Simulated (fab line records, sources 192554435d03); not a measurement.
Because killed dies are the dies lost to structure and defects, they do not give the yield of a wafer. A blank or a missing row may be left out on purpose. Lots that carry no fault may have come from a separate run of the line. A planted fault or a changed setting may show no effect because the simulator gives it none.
Matching of chambers -- flow n5_finfet -- rie_diel-04 running N5_BEOL_M10_DESCUM_33: 4 sister chambers
The step chemistry O2, time 7.9 s. 16 wafers are shown with their chamber, then 8 later ones without.

== EACH WAFER AND ITS CHAMBER ==
wafer,chamber,showerhead_plenum_p_Torr (Torr),throttle_valve_pct (%),drypump_motor_current_A (A)
L074.1,1,2.13,20.16,5.8
L074.4,3,2.24,19.81,5.8
L074.6,0,2.20,20.53,5.9
L075.2,1,2.13,20.16,5.8
L075.3,3,2.24,19.79,5.8
L075.6,1,2.13,20.15,5.8
L078.2,3,2.24,19.82,5.8
L078.3,2,2.18,20.36,5.9
L078.5,2,2.18,20.34,6.0
L080.1,3,2.24,19.83,5.8
L080.3,0,2.20,20.57,5.9
L080.5,2,2.18,20.35,6.0
L082.2,1,2.12,20.18,5.8
L082.3,2,2.18,20.36,5.9
L082.4,3,2.24,19.83,5.8
L083.1,0,2.20,20.57,5.9

SIGNATURES (means of the wafers above)
reading,chamber 0,chamber 1,chamber 2,chamber 3,scatter within a chamber
showerhead_plenum_p_Torr,2.2000,2.1275,2.1800,2.2400,0.0025
throttle_valve_pct,20.5567,20.1625,20.3525,19.8160,0.0156
drypump_motor_current_A,5.900,5.800,5.950,5.800,0.0289
Rule: a wafer's distance from a chamber is the root of the sum, over the readings, of the square of ((its reading less the chamber's mean) divided by the reading's scatter). If the next closest chamber is less than 2 further off than the closest, the wafer can't be placed; otherwise it belongs to the closest. How the scatter is found: for the shown wafers, subtract from each reading the mean of its chamber, square and add these, divide the total by (wafers less chambers), then take the root.

== WAFERS WHOSE CHAMBER IS MISSING ==
wafer,showerhead_plenum_p_Torr (Torr),throttle_valve_pct (%),drypump_motor_current_A (A)
L083.5,2.24,19.84,5.8
L083.6,2.18,20.37,6.0
L085.1,2.12,20.19,5.8
L085.3,2.19,20.57,5.9
L085.5,2.12,20.18,5.9
L093.3,2.19,20.61,5.9
L093.5,2.17,20.39,6.0
L093.6,2.12,20.23,5.9

== THE CHAMBER EACH PASSED THROUGH ==
wafer,from the rows above,in truth
L083.5,3,3
L083.6,2,2
L085.1,1,1
L085.3,0,0
L085.5,1,1
L093.3,0,0
L093.5,2,2
L093.6,1,1
Correct placement for 8 of the 8. Number that these rows cannot place: 0. Placed wrongly: 0.
